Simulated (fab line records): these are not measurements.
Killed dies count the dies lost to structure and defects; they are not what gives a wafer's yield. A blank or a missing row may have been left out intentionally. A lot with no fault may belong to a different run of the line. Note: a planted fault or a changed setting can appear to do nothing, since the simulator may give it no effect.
fab line records	flow n5Finfet
record: lots: 7	wafers: 21
route steps=1938 shown BEOL_M9@1401 BEOL_M10@1473 BEOL_M11@1541
startH: hours from the record's first day to the start of the lot's first wafer shown	waitH: time in hours since the lot's previous step	" same as the row above	L1.1+2: several wafers, shown together as one row	- no value, or no start was given	* or withheld: withheld	< > ~ a bound
route shown NAME@n: a module of which the file shows steps, and the number in the route of the first	usual: mean/standard deviation of fault-free wafers	same: alike in all rows	chamber/n: place in a boat	sites: the reading at each site	_std_site: their standard deviation	_edge_site: the outer-site mean with the inner-site mean subtracted	radiusMm: how far each site lies from the wafer's centre	mask NAME#n: copy n	behind: the most recent tool/chamber to have shaped the wafer	hold: reason for holding the lot/hours on hold/outcome of the hold	device: whichever transistor did not switch (one of n, p or np)	end of line: the route-end tests of the same wafers	a step with no rows: only its recipe	killed: the dies lost at the first sort to structure and to defects; this is not the yield of the wafer	map: a wafer's dies, x killed, . not, _ none there
set.NAME: the setting the step ran with; set.NAME@STEP: the setting that earlier step ran with	model.NAME: the simulator's own value behind a step, which no gauge read
one table per step and one row per wafer, for lots whose settings were changed on purpose
== steps ==
step: N5_BEOL_M9_ILD_DEP_00
recipe: material: SiCOH_lowk	targetThkA: 3085.1	tempC: 300	precursor: DEMS/porogen	pressureTorr: 5	rfW: 500	timeS: 58
lot.wafer	tool	chamber	startH	waitH	set.timeS	model.SiCOH_lowk_of_BEOL_M9_ILD_DEP_00.thkNm
L074.3	pecvd-01	2	230.24	0.0	58	308.8
L074.4	"	0	"	"	53.96	293.8
L074.6	"	2	"	"	53.96	293.4
L075.1	pecvd-03	0	231.66	0.0	58	308.6
L075.3	"	2	"	"	63.39	333.8
L075.4	"	1	"	"	63.39	341
L077.1	pecvd-01	0	283.20	0.0	58	311.8
L077.3	"	2	"	"	58	318.6
L077.6	"	2	"	"	65.78	361.6
L085.2	pecvd-03	2	337.72	0.0	58	307.6
L085.3	"	1	"	"	58	310.6
L085.4	"	1	"	"	58	312.8
L086.2	pecvd-03	1	339.90	0.0	65.78	343.8
L086.3	"	2	"	"	58	304.8
L086.5	"	0	"	"	58	310.6
L089.1	pecvd-03	2	349.03	0.0	58	304.6
L089.4	"	0	"	"	58	314.4
L089.6	"	2	"	"	58	312.2
L093.1	pecvd-04	2	381.86	0.0	58	306.2
L093.5	"	0	"	"	58	312.8
L093.6	"	1	"	"	58	312
step: N5_BEOL_M9_CURE_71
recipe: tempC: 385	timeS: 240	ambient: He/Ar	material: SiCOH_lowk
lot.wafer	tool	chamber	startH	waitH	set.timeS@BEOL_M9_ILD_DEP_00	model.SiCOH_lowk_of_BEOL_M9_ILD_DEP_00.thkNm
L074.3	uvCure-02	0	230.48	0.2	58	268.2
L074.4	"	0	"	"	53.96	255
L074.6	"	0	"	"	53.96	254.6
L075.1	uvCure-03	0	231.74	0.0	58	268
L075.3	"	0	"	"	63.39	290.4
L075.4	"	0	"	"	63.39	296.8
L077.1	uvCure-03	1	283.41	0.2	58	270.8
L077.3	"	1	"	"	58	277
L077.6	"	1	"	"	65.78	315
L085.2	uvCure-03	1	337.96	0.2	58	267.2
L085.3	"	1	"	"	58	269.8
L085.4	"	1	"	"	58	271.8
L086.2	uvCure-01	1	340.06	0.1	65.78	299.2
L086.3	"	1	"	"	58	264.8
L086.5	"	1	"	"	58	270
L089.1	uvCure-03	0	349.11	0.0	58	264.6
L089.4	"	0	"	"	58	273.2
L089.6	"	0	"	"	58	271.2
L093.1	uvCure-02	1	382.39	0.5	58	266
L093.5	"	1	"	"	58	271.8
L093.6	"	1	"	"	58	271
step: N5_BEOL_M9_THK_MEAS_01
recipe: reads: SiCOH_lowk_of_BEOL_M9_ILD_DEP_00
usual: M9_ILD_THK: 269/3.4
lot.wafer	tool	chamber	startH	waitH	set.timeS@BEOL_M9_ILD_DEP_00	M9_ILD_THK[nm]
L074.3	filmMetro-02	-	230.83	0.3	58	268
L074.4	"	-	"	"	53.96	255
L074.6	"	-	"	"	53.96	254
L075.1	filmMetro-01	-	232.25	0.4	58	268
L075.3	"	-	"	"	63.39	290
L075.4	"	-	"	"	63.39	297
L077.1	filmMetro-02	-	283.93	0.4	58	271
L077.3	"	-	"	"	58	277
L077.6	"	-	"	"	65.78	315
L085.2	filmMetro-01	-	338.80	0.7	58	267
L085.3	"	-	"	"	58	270
L085.4	"	-	"	"	58	272
L086.2	filmMetro-01	-	340.49	0.4	65.78	299
L086.3	"	-	"	"	58	265
L086.5	"	-	"	"	58	270
L089.1	filmMetro-01	-	349.62	0.4	58	264
L089.4	"	-	"	"	58	273
L089.6	"	-	"	"	58	271
L093.1	filmMetro-02	-	382.90	0.4	58	266
L093.5	"	-	"	"	58	272
L093.6	"	-	"	"	58	271
step: N5_BEOL_M9_COAT_05
recipe: resist: CAR-ArF	spinRpm: 1500	resistThkNm: 90
lot.wafer	tool	chamber	startH	waitH	set.spinRpm	model.CAR-ArF_of_BEOL_M9_COAT_05.thkNm
L074.3	lithoTrack-05	0	-	-	1613	87.2
L074.4	"	0	"	"	1500	90.6
L074.6	"	0	"	"	1613	87.4
L075.1+3	lithoTrack-01	0	-	-	1560	88.4
L075.4	"	0	"	"	1500	89.8
L077.1	lithoTrack-05	0	-	-	1500	90
L077.3+6	"	0	"	"	1667	85.6
L085.2+3	lithoTrack-04	0	-	-	1500	90.2
L085.4	"	0	"	"	1500	90.4
L086.2+5	lithoTrack-04	0	-	-	1437	92
L086.3	"	0	"	"	1500	90.4
L089.1+6	lithoTrack-05	0	-	-	1500	90.4
L089.4	"	0	"	"	1500	90.6
L093.1	lithoTrack-01	0	-	-	1500	89.8
L093.5	"	0	"	"	1402	92.6
L093.6	"	0	"	"	1402	92.4
step: N5_BEOL_M9_EBR_07
recipe: solvent: PGMEA	ebrWidthMm: 1.5
step: N5_BEOL_M9_SOFTBAKE_06
recipe: tempC: 110	timeS: 60	resist: CAR-ArF
step: N5_BEOL_M9_EXPOSE_08
recipe: maskId: M9	na: 1.35	sourceShape: dipole	sigmaInner: 0.411	sigmaOuter: 0.611	polarization: te	doseMj: 53.75
step: N5_BEOL_M9_PEB_09
recipe: pebTempC: withheld	pebTimeS: 60	resist: CAR-ArF
step: N5_BEOL_M9_DEVELOP_10
recipe: developTimeS: 30	developer: TMAH	resist: CAR-ArF	rinseLiquid: diw	dry: airSpin	devTempC: 23
lot.wafer	tool	chamber	startH	waitH	set.spinRpm@BEOL_M9_COAT_05	model.CAR-ArF_of_BEOL_M9_COAT_05.thkNm
L074.3	lithoTrack-05	0	-	-	1613	85.6
L074.4	"	0	"	"	1500	88.8
L074.6	"	0	"	"	1613	85.8
L075.1+3	lithoTrack-01	0	-	-	1560	86.6
L075.4	"	0	"	"	1500	88
L077.1	lithoTrack-01	0	-	-	1500	88.2
L077.3+6	"	0	"	"	1667	84
L085.2+4	lithoTrack-04	0	-	-	1500	88.6
L085.3	"	0	"	"	1500	88.4
L086.2	lithoTrack-05	0	-	-	1437	90.4
L086.3	"	0	"	"	1500	88.6
L086.5	"	0	"	"	1437	90.2
L089.1+6	lithoTrack-05	0	-	-	1500	88.6
L089.4	"	0	"	"	1500	88.8
L093.1	lithoTrack-01	0	-	-	1500	88
L093.5+6	"	0	"	"	1402	90.8
step: N5_BEOL_M9_TRENCH_ETCH_37
recipe: chemistry: C4F6/O2	targetDepthA: 1514.3	target: SiCOH_lowk	timeS: 49	ionEnergyEv: 250	pressureMtorr: 30	sourceW: 345	biasW: 185	Ar_flow_sccm: 300	C4F6_flow_sccm: 10	O2_flow_sccm: 10
usual: rfVppV: 665/14
lot.wafer	tool	chamber	startH	waitH	set.sourceW	rfVppV
L075.1	rieDiel-04	1	-	-	387.7	611
L075.3	"	2	"	"	345	681
L075.4	"	3	"	"	387.7	613
L074.3	rieDiel-02	1	-	-	396.4	621
L074.4	"	3	"	"	396.4	600
L074.6	"	0	"	"	345	673
L077.1	rieDiel-06	1	-	-	392.8	624
L077.3	"	3	"	"	392.8	630
L077.6	"	3	"	"	392.8	627
L085.2	rieDiel-04	3	-	-	345	650
L085.3	"	1	"	"	345	659
L085.4	"	2	"	"	345	678
L086.2	rieDiel-04	3	-	-	345	653
L086.3	"	0	"	"	326.4	663
L086.5	"	1	"	"	345	659
L089.1	rieDiel-04	2	-	-	314.6	710
L089.4	"	1	"	"	345	659
L089.6	"	3	"	"	314.6	683
L093.1	rieDiel-02	0	-	-	306.7	716
L093.5	"	2	"	"	345	691
L093.6	"	1	"	"	345	667
step: N5_BEOL_M10_PECVD_70
recipe: material: SiO2	targetThkA: 200	tempC: 400	precursor: TEOS/O2	pressureTorr: 5.5	rfW: 450	teosFlowSccm: 53.8	gas: O2	flowSccm: 3000	timeS: 22.7
lot.wafer	tool	chamber	startH	waitH	set.tempC	model.SiO2_of_BEOL_M10_PECVD_70.thkNm
L074.3	pecvd-02	1	239.39	0.0	400	19.6
L074.4	"	2	"	"	389.1	21.8
L074.6	"	0	"	"	389.1	21.4
L075.1+3	pecvd-04	1,2	240.52	0.0	400	19.6
L075.4	"	1	"	"	392.3	20.6
L077.1	pecvd-02	2	292.21	0.0	400	19.8
L077.3	"	0	"	"	400	19.6
L077.6	"	1	"	"	400	20
L085.2+4	pecvd-02	2	348.26	0.0	400	20.2
L085.3	"	1	"	"	400	19.6
L086.2+5	pecvd-03	1,2	349.93	0.0	400	20
L086.3	"	0	"	"	400	19.6
L089.1	pecvd-02	2	360.68	0.0	382.1	22.2
L089.4	"	2	"	"	400	20.4
L089.6	"	0	"	"	382.1	22.6
L093.1	pecvd-03	0	391.78	0.0	400	19.8
L093.5	"	1	"	"	400	20.4
L093.6	"	2	"	"	400	20.2
step: N5_BEOL_M10_EXPOSE_08
recipe: maskId: M10	na: 1.35	sourceShape: dipole	sigmaInner: 0.411	sigmaOuter: 0.611	polarization: te	doseMj: 53.75
lot.wafer	tool	chamber	startH	waitH	mask	set.doseMj
L074.3+4+6	arfiScanner-02	0	243.37	-	M10#0	53.75
L075.1+4	arfiScanner-03	0	243.62	-	M10#0	50.66
L075.3	"	0	"	"	M10#0	53.75
L077.1	arfiScanner-03	0	295.86	-	M10#0	55.2
L077.3+6	"	0	"	"	M10#0	53.75
L085.2+3+4	arfiScanner-01	0	353.19	-	M10#0	53.75
L086.2+3	arfiScanner-01	0	354.15	-	M10#0	50.95
L086.5	"	0	"	"	M10#0	53.75
L089.1+6	arfiScanner-01	0	361.62	-	M10#0	54.94
L089.4	"	0	"	"	M10#0	53.75
L093.1+5+6	arfiScanner-03	0	393.89	-	M10#0	53.75
step: N5_BEOL_M10_PEB_09
recipe: pebTempC: withheld	pebTimeS: 60	resist: CAR-ArF
step: N5_BEOL_M10_DEVELOP_10
recipe: developTimeS: 30	developer: TMAH	resist: CAR-ArF	rinseLiquid: diw	dry: airSpin	devTempC: 23
step: N5_BEOL_M10_CD_MEAS_11
recipe: targetCdNm: 64.1	landingEnergyEv: 500	detector: seInlens	polarity: opening
usual: cdNm: 64.1/0.44
lot.wafer	tool	chamber	startH	waitH	set.doseMj@BEOL_M10_EXPOSE_08	cdNm
L074.3	cdSem-03	0	243.49	-	53.75	63.3
L074.4	"	0	"	"	53.75	64.1
L074.6	"	0	"	"	53.75	63.9
L075.1	cdSem-01	0	243.74	-	50.66	61.4
L075.3	"	0	"	"	53.75	63.3
L075.4	"	0	"	"	50.66	60.6
L077.1	cdSem-01	0	295.99	-	55.2	65.5
L077.3	"	0	"	"	53.75	64.7
L077.6	"	0	"	"	53.75	64.4
L085.2	cdSem-03	0	353.32	-	53.75	64.4
L085.3	"	0	"	"	53.75	65.1
L085.4	"	0	"	"	53.75	64.6
L086.2	cdSem-01	0	354.28	-	50.95	61.0
L086.3	"	0	"	"	50.95	61.9
L086.5	"	0	"	"	53.75	64.3
L089.1	cdSem-01	0	361.75	-	54.94	64.5
L089.4	"	0	"	"	53.75	64.2
L089.6	"	0	"	"	54.94	65.7
L093.1	cdSem-03	0	394.01	-	53.75	64.3
L093.5	"	0	"	"	53.75	64.4
L093.6	"	0	"	"	53.75	63.9
step: N5_BEOL_M10_DESCUM_16
recipe: chemistry: O2	timeS: 7.9	sourcePowerW: 50	biasPowerW: 20	pressureMtorr: 20	rfFrequencyHz: 2.712e+07	tempC: 40	resist: CAR-ArF	o2FlowSccm: 225
step: N5_BEOL_M10_ETCH_61
recipe: chemistry: CF4	target: SiARC	targetDepthA: 390	maskMaterial: CAR-ArF	timeS: 65	ionEnergyEv: 80	pressureMtorr: 40	sourceW: 545	biasW: 36	Ar_flow_sccm: 100	cf4FlowSccm: 100	ends: cleared
lot.wafer	tool	chamber	startH	waitH	set.doseMj@BEOL_M10_EXPOSE_08	model.BEOL_M10.cdOffsetNm
L074.3	rieDiel-01	1	243.61	0.0	53.75	0
L074.4	"	0	"	"	53.75	0.2
L074.6	"	2	"	"	53.75	-0.6
L075.1	rieDiel-03	1	243.87	0.0	50.66	-2.6
L075.3	"	2	"	"	53.75	-0.4
L075.4	"	1	"	"	50.66	-3.4
L077.1	rieDiel-01	1	296.11	0.0	55.2	1.6
L077.3	"	3	"	"	53.75	0.8
L077.6	"	0	"	"	53.75	0.2
L085.2	rieDiel-01	3	353.55	0.0	53.75	0.2
L085.3	"	0	"	"	53.75	1.2
L085.4	"	0	"	"	53.75	0.6
L086.2	rieDiel-05	2	354.40	0.0	50.95	-3.2
L086.3	"	1	"	"	50.95	-2.2
L086.5	"	3	"	"	53.75	0.4
L089.1	rieDiel-01	0	361.89	0.0	54.94	0.4
L089.4	"	0	"	"	53.75	0.4
L089.6	"	0	"	"	54.94	1.6
L093.1	rieDiel-01	2	394.14	0.0	53.75	0.2
L093.5+6	"	3,2	"	"	53.75	-0.2
step: N5_BEOL_M10_ETCH_62
recipe: chemistry: N2/H2	target: SOC	targetDepthA: 1100	overetchA: 220	maskMaterial: SiARC	tempC: 40	timeS: 165	ionEnergyEv: 200	pressureMtorr: 30	sourceW: 840	biasW: 150	n2FlowSccm: 200	h2FlowSccm: 200
lot.wafer	tool	chamber	startH	waitH	set.doseMj@BEOL_M10_EXPOSE_08	model.BEOL_M10.cdOffsetNm
L074.3+4	rieDiel-01	1,0	243.66	0.0	53.75	0
L074.6	"	2	"	"	53.75	-0.4
L075.1	rieDiel-03	1	243.92	0.0	50.66	-2.6
L075.3	"	2	"	"	53.75	-0.6
L075.4	"	1	"	"	50.66	-3.6
L077.1	rieDiel-01	1	296.16	0.0	55.2	1.8
L077.3	"	3	"	"	53.75	0.6
L077.6	"	0	"	"	53.75	-0.2
L085.2	rieDiel-01	3	353.60	0.0	53.75	0.6
L085.3	"	0	"	"	53.75	1
L085.4	"	0	"	"	53.75	0.4
L086.2	rieDiel-05	2	354.45	0.0	50.95	-3.2
L086.3	"	1	"	"	50.95	-2
L086.5	"	3	"	"	53.75	0.6
L089.1	rieDiel-01	0	361.96	0.1	54.94	0
L089.4	"	0	"	"	53.75	0
L089.6	"	0	"	"	54.94	1.2
L093.1	rieDiel-01	2	394.19	0.0	53.75	0.4
L093.5	"	3	"	"	53.75	0
L093.6	"	2	"	"	53.75	-0.2
step: N5_BEOL_M10_STRIP_68
recipe: chemistry: N2/H2	tempC: 40	n2FlowSccm: 200	h2FlowSccm: 200	rfFrequencyHz: 6e+07
step: N5_BEOL_M10_STRIP_67
recipe: chemistry: CF4	resist: SiARC	powerW: 300	biasPowerW: 75	pressureMtorr: 50	cf4FlowSccm: 150	rfFrequencyHz: 6e+07
step: N5_BEOL_M10_HM_OPEN_17
recipe: chemistry: Cl2/BCl3	targetDepthA: 200	overetchA: 60	target: TiN	maskMaterial: SOC	ionEnergyEv: 150	pressureMtorr: 10	icpW: 1000	biasW: 126	Cl2_flow_sccm: 53.25	bcl3FlowSccm: 21.75	Ar_flow_sccm: 25
lot.wafer	tool	chamber	startH	waitH	set.doseMj@BEOL_M10_EXPOSE_08	model.BEOL_M10.cdOffsetNm
L074.3+4	rieMetal-01	1,0	243.87	0.1	53.75	0.2
L074.6	"	1	"	"	53.75	-0.2
L075.1	rieMetal-03	1	244.10	0.0	50.66	-2.6
L075.3	"	1	"	"	53.75	-0.6
L075.4	"	0	"	"	50.66	-3.8
L077.1	rieMetal-02	0	296.35	0.0	55.2	1.8
L077.3	"	1	"	"	53.75	0.8
L077.6	"	1	"	"	53.75	-0.2
L085.2	rieMetal-02	0	353.78	0.0	53.75	0.8
L085.3	"	0	"	"	53.75	1.2
L085.4	"	1	"	"	53.75	0.4
L086.2	rieMetal-03	1	354.63	0.0	50.95	-3
L086.3	"	0	"	"	50.95	-2.2
L086.5	"	1	"	"	53.75	0.8
L089.1	rieMetal-02	0	362.23	0.0	54.94	0.2
L089.4	"	0	"	"	53.75	0.2
L089.6	"	1	"	"	54.94	1.2
L093.1	rieMetal-03	1	394.38	0.0	53.75	0.4
L093.5+6	"	0,1	"	"	53.75	-0.2
step: N5_BEOL_M10_STRIP_19
recipe: chemistry: O2	powerW: 400	tempC: 40	pressureMtorr: 30	rfFrequencyHz: 6e+07	biasPowerW: 0	overashFraction: 0.2	o2FlowSccm: 225
step: N5_BEOL_M10_CD_MEAS_18
recipe: pitchNm: 140	targetCdNm: 70
usual: cdNm: 70.1/0.58
lot.wafer	tool	chamber	startH	waitH	set.doseMj@BEOL_M10_EXPOSE_08	cdNm
L074.3	cdSem-02	-	244.15	0.1	53.75	70.2
L074.4	"	-	"	"	53.75	70.2
L074.6	"	-	"	"	53.75	69.7
L075.1	cdSem-01	-	244.28	0.0	50.66	67.7
L075.3	"	-	"	"	53.75	69.5
L075.4	"	-	"	"	50.66	66.3
L077.1	cdSem-01	-	296.57	0.0	55.2	71.7
L077.3	"	-	"	"	53.75	70.6
L077.6	"	-	"	"	53.75	70.2
L085.2	cdSem-01	-	354.00	0.1	53.75	70.7
L085.3	"	-	"	"	53.75	71.3
L085.4	"	-	"	"	53.75	70.5
L086.2	cdSem-03	-	354.82	0.1	50.95	66.8
L086.3	"	-	"	"	50.95	68.3
L086.5	"	-	"	"	53.75	70.7
L089.1	cdSem-02	-	362.42	0.1	54.94	70.2
L089.4	"	-	"	"	53.75	69.9
L089.6	"	-	"	"	54.94	71.0
L093.1	cdSem-01	-	394.56	0.0	53.75	70.1
L093.5	"	-	"	"	53.75	69.5
L093.6	"	-	"	"	53.75	70.1
step: N5_BEOL_M10_COAT_63
recipe: resist: SOC	tempC: 250	timeS: 60	spinRpm: 1500	resistThkNm: 100
step: N5_BEOL_M10_COAT_64
recipe: resist: SiARC	tempC: 220	timeS: 60	spinRpm: 1500	resistThkNm: 30
step: N5_BEOL_M10_STRIP_77
recipe: chemistry: N2/H2	timeS: 10	powerW: 450	tempC: 40	pressureMtorr: 20	rfFrequencyHz: 6e+07	biasPowerW: 7	n2FlowSccm: 200	h2FlowSccm: 200
step: N5_BEOL_M10_HM_STRIP_39
recipe: chemistry: peroxideTinStrip	material: TiN	targetDepthA: 250	tempC: 50	timeS: 158
lot.wafer	tool	chamber	startH	waitH	set.tempC@BEOL_M10_PECVD_70	model.SiO2_of_BEOL_M10_PECVD_70.thkNm
L074.3	wetBench-05	3	246.52	0.0	400	19.6
L074.4	"	0	"	"	389.1	21.6
L074.6	"	7	"	"	389.1	21.2
L075.1+3	wetBench-01	5,2	246.69	0.0	400	19.4
L075.4	"	1	"	"	392.3	20.6
L077.1	wetBench-03	5	297.61	0.0	400	19.6
L077.3	"	3	"	"	400	19.4
L077.6	"	0	"	"	400	19.8
L085.2+4	wetBench-01	6,1	356.07	0.0	400	20.2
L085.3	"	7	"	"	400	19.4
L086.2+5	wetBench-01	2,7	357.58	0.0	400	19.8
L086.3	"	3	"	"	400	19.6
L089.1	wetBench-03	0	364.80	0.0	382.1	22
L089.4	"	5	"	"	400	20.4
L089.6	"	6	"	"	382.1	22.4
L093.1	wetBench-05	6	400.77	0.0	400	19.6
L093.5	"	2	"	"	400	20.2
L093.6	"	1	"	"	400	20
step: N5_BEOL_M10_SRD_40
recipe: timeS: 30	tempC: 23	rinseLiquid: diw	dry: ipaMarangoni
step: N5_BEOL_M10_PRECLEAN_42
recipe: chemistry: residueRemover	timeS: 60	tempC: 40
step: N5_BEOL_M10_SRD_43
recipe: timeS: 30	tempC: 23	rinseLiquid: diw	dry: ipaMarangoni
step: N5_BEOL_M10_CD_MEAS_35
recipe: targetCdNm: 70	polarity: opening
usual: cdNm: 70.1/0.58
lot.wafer	tool	chamber	startH	waitH	set.doseMj@BEOL_M10_EXPOSE_08	cdNm
L074.3	cdSem-01	-	246.64	0.0	53.75	70.2
L074.4	"	-	"	"	53.75	70.2
L074.6	"	-	"	"	53.75	69.7
L075.1	cdSem-02	-	246.82	0.0	50.66	67.4
L075.3	"	-	"	"	53.75	69.6
L075.4	"	-	"	"	50.66	66.2
L077.1	cdSem-01	-	297.73	0.0	55.2	72.0
L077.3	"	-	"	"	53.75	71.1
L077.6	"	-	"	"	53.75	69.9
L085.2	cdSem-02	-	356.19	0.0	53.75	71.0
L085.3	"	-	"	"	53.75	70.7
L085.4	"	-	"	"	53.75	70.5
L086.2	cdSem-02	-	357.70	0.0	50.95	67.6
L086.3	"	-	"	"	50.95	68.0
L086.5	"	-	"	"	53.75	70.7
L089.1	cdSem-02	-	364.92	0.0	54.94	70.0
L089.4	"	-	"	"	53.75	70.4
L089.6	"	-	"	"	54.94	70.8
L093.1	cdSem-02	-	400.89	0.0	53.75	70.5
L093.5	"	-	"	"	53.75	70.0
L093.6	"	-	"	"	53.75	69.6
step: N5_BEOL_M11_COAT_59
recipe: resist: SOC	tempC: 250	timeS: 60	spinRpm: 1500	resistThkNm: 100
lot.wafer	tool	chamber	startH	waitH	set.spinRpm	model.SOC_of_BEOL_M11_COAT_59.thkNm
L074.3	lithoTrack-04	0	251.28	0.1	1500	99.6
L074.4	"	0	"	"	1500	100.2
L074.6	"	0	"	"	1500	100
L075.1	lithoTrack-03	0	251.38	0.1	1500	100
L075.3	"	0	"	"	1500	99.8
L075.4	"	0	"	"	1500	100.2
L077.1	lithoTrack-05	0	302.71	0.1	1500	99.8
L077.3+6	"	0	"	"	1500	100
L085.2	lithoTrack-05	0	359.96	0.1	1500	99.8
L085.3	"	0	"	"	1500	99.6
L085.4	"	0	"	"	1500	100
L086.2	lithoTrack-04	0	364.48	0.1	1420	103
L086.3	"	0	"	"	1420	103.2
L086.5	"	0	"	"	1500	100.2
L089.1+6	lithoTrack-03	0	369.65	0.1	1634	96.2
L089.4	"	0	"	"	1634	96
L093.1	lithoTrack-04	0	407.27	0.1	1620	96.6
L093.5	"	0	"	"	1500	100.4
L093.6	"	0	"	"	1500	100.2
== key ==
split: step: N5_BEOL_M9_ILD_DEP_00	setting: timeS	stated: 58	by: wafer
response: step: N5_BEOL_M9_ILD_DEP_00	reading: model.SiCOH_lowk_of_BEOL_M9_ILD_DEP_00.thkNm	change: +2.99	per: 1%	r: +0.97
response: step: N5_BEOL_M9_CURE_71	reading: model.SiCOH_lowk_of_BEOL_M9_ILD_DEP_00.thkNm	change: +2.65	per: 1%	r: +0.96
response: step: N5_BEOL_M9_THK_MEAS_01	reading: M9_ILD_THK	change: +2.65	per: 1%	r: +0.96
split: step: N5_BEOL_M9_COAT_05	setting: spinRpm	stated: 1500	by: wafer
response: step: N5_BEOL_M9_COAT_05	reading: model.CAR-ArF_of_BEOL_M9_COAT_05.thkNm	change: -0.404	per: 1%	r: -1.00
response: step: N5_BEOL_M9_DEVELOP_10	reading: model.CAR-ArF_of_BEOL_M9_COAT_05.thkNm	change: -0.394	per: 1%	r: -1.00
split: step: N5_BEOL_M9_TRENCH_ETCH_37	setting: sourceW	stated: 345	by: wafer
response: step: N5_BEOL_M9_TRENCH_ETCH_37	reading: rfVppV	change: -4.25	per: 1%	r: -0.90
split: step: N5_BEOL_M10_PECVD_70	setting: tempC	stated: 400	by: wafer
response: step: N5_BEOL_M10_PECVD_70	reading: model.SiO2_of_BEOL_M10_PECVD_70.thkNm	change: -0.524	per: 1%	r: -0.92
response: step: N5_BEOL_M10_HM_STRIP_39	reading: model.SiO2_of_BEOL_M10_PECVD_70.thkNm	change: -0.49	per: 1%	r: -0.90
split: step: N5_BEOL_M10_EXPOSE_08	setting: doseMj	stated: 53.75	by: wafer
response: step: N5_BEOL_M10_CD_MEAS_11	reading: cdNm	change: +0.452	per: 1%	r: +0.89
response: step: N5_BEOL_M10_ETCH_61	reading: model.BEOL_M10.cdOffsetNm	change: +0.489	per: 1%	r: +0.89
response: step: N5_BEOL_M10_ETCH_62	reading: model.BEOL_M10.cdOffsetNm	change: +0.507	per: 1%	r: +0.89
response: step: N5_BEOL_M10_HM_OPEN_17	reading: model.BEOL_M10.cdOffsetNm	change: +0.523	per: 1%	r: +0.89
response: step: N5_BEOL_M10_CD_MEAS_18	reading: cdNm	change: +0.498	per: 1%	r: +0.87
response: step: N5_BEOL_M10_CD_MEAS_35	reading: cdNm	change: +0.49	per: 1%	r: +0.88
split: step: N5_BEOL_M11_COAT_59	setting: spinRpm	stated: 1500	by: wafer
response: step: N5_BEOL_M11_COAT_59	reading: model.SOC_of_BEOL_M11_COAT_59.thkNm	change: -0.487	per: 1%	r: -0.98
